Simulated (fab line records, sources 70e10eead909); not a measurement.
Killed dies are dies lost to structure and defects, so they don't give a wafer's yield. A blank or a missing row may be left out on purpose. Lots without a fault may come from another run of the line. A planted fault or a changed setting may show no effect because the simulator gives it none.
Chamber matching | flow nand_harc | NHARC_P_M2_ETCH_35 on rie_diel-05: 4 sister chambers
The step etches the open film in N2/H2, target depth 40 nm, overetch 12 nm, time 43.94 s. 20 wafers are shown with their chamber, then 10 later ones without.

WAFERS WITH THEIR CHAMBER
wafer  | chamber | showerhead_plenum_p_Torr (Torr) | drypump_motor_current_A (A) | rf_vpp_V (V)
L837.1 | 0       | 1.99                            | 5.1                         | 428.2
L837.2 | 1       | 1.96                            | 5.7                         | 428.6
L837.6 | 3       | 2.16                            | 5.3                         | 434.1
L839.2 | 1       | 1.96                            | 5.7                         | 429.3
L839.3 | 2       | 2.12                            | 5.9                         | 432.6
L839.5 | 1       | 1.96                            | 5.7                         | 427.8
L841.2 | 3       | 2.16                            | 5.3                         | 433.9
L841.5 | 1       | 1.96                            | 5.7                         | 429.0
L841.6 | 0       | 1.98                            | 5.1                         | 429.1
L846.3 | 0       | 1.99                            | 5.1                         | 428.7
L846.5 | 3       | 2.16                            | 5.3                         | 435.8
L846.6 | 0       | 1.98                            | 5.1                         | 429.2
L849.2 | 2       | 2.12                            | 6.0                         | 432.6
L849.4 | 3       | 2.16                            | 5.3                         | 434.3
L849.5 | 3       | 2.16                            | 5.3                         | 434.3
L850.1 | 0       | 1.98                            | 5.1                         | 428.6
L850.2 | 3       | 2.16                            | 5.3                         | 432.6
L850.3 | 2       | 2.12                            | 5.9                         | 431.9
L854.1 | 3       | 2.16                            | 5.3                         | 433.4
L854.2 | 2       | 2.12                            | 5.9                         | 433.0

SIGNATURES (means of the wafers above)
reading                  | chamber 0 | chamber 1 | chamber 2 | chamber 3 | scatter within a chamber
showerhead_plenum_p_Torr | 1.9840    | 1.9600    | 2.1200    | 2.1600    | 0.00274
drypump_motor_current_A  | 5.100     | 5.700     | 5.925     | 5.300     | 0.0217
rf_vpp_V                 | 428.760   | 428.675   | 432.525   | 434.057   | 0.72
Rule: a wafer's distance from a chamber is the root of the sum, over the readings, of the square of ((its reading less the chamber's mean) divided by the reading's scatter). The wafer belongs to the nearest chamber; if the next one is less than 2 further off, it can't be placed. The scatter: the root of (the sum of the squares of (reading less its chamber's mean) over the shown wafers, divided by (wafers less chambers)).

WAFERS WITHOUT THEIR CHAMBER
wafer  | showerhead_plenum_p_Torr (Torr) | drypump_motor_current_A (A) | rf_vpp_V (V)
L854.5 | 2.16                            | 5.3                         | 433.7
L858.2 | 2.16                            | 5.3                         | 434.3
L858.5 | 1.98                            | 5.1                         | 429.9
L858.6 | 2.16                            | 5.3                         | 433.1
L857.3 | 2.12                            | 5.9                         | 433.4
L857.4 | 1.98                            | 5.1                         | 429.0
L857.5 | 2.16                            | 5.3                         | 432.5
L860.1 | 2.16                            | 5.3                         | 433.3
L860.2 | 1.96                            | 5.7                         | 427.0
L860.5 | 2.16                            | 5.3                         | 434.2

WHICH CHAMBER EACH WENT THROUGH
wafer  | from the rows above | in truth
L854.5 | 3                   | 3
L858.2 | 3                   | 3
L858.5 | 0                   | 0
L858.6 | 3                   | 3
L857.3 | 2                   | 2
L857.4 | 0                   | 0
L857.5 | 3                   | 3
L860.1 | 3                   | 3
L860.2 | 1                   | 1
L860.5 | 3                   | 3
Placed correctly: 10 of 10. Can't be placed from these rows: 0. Placed wrongly: 0.
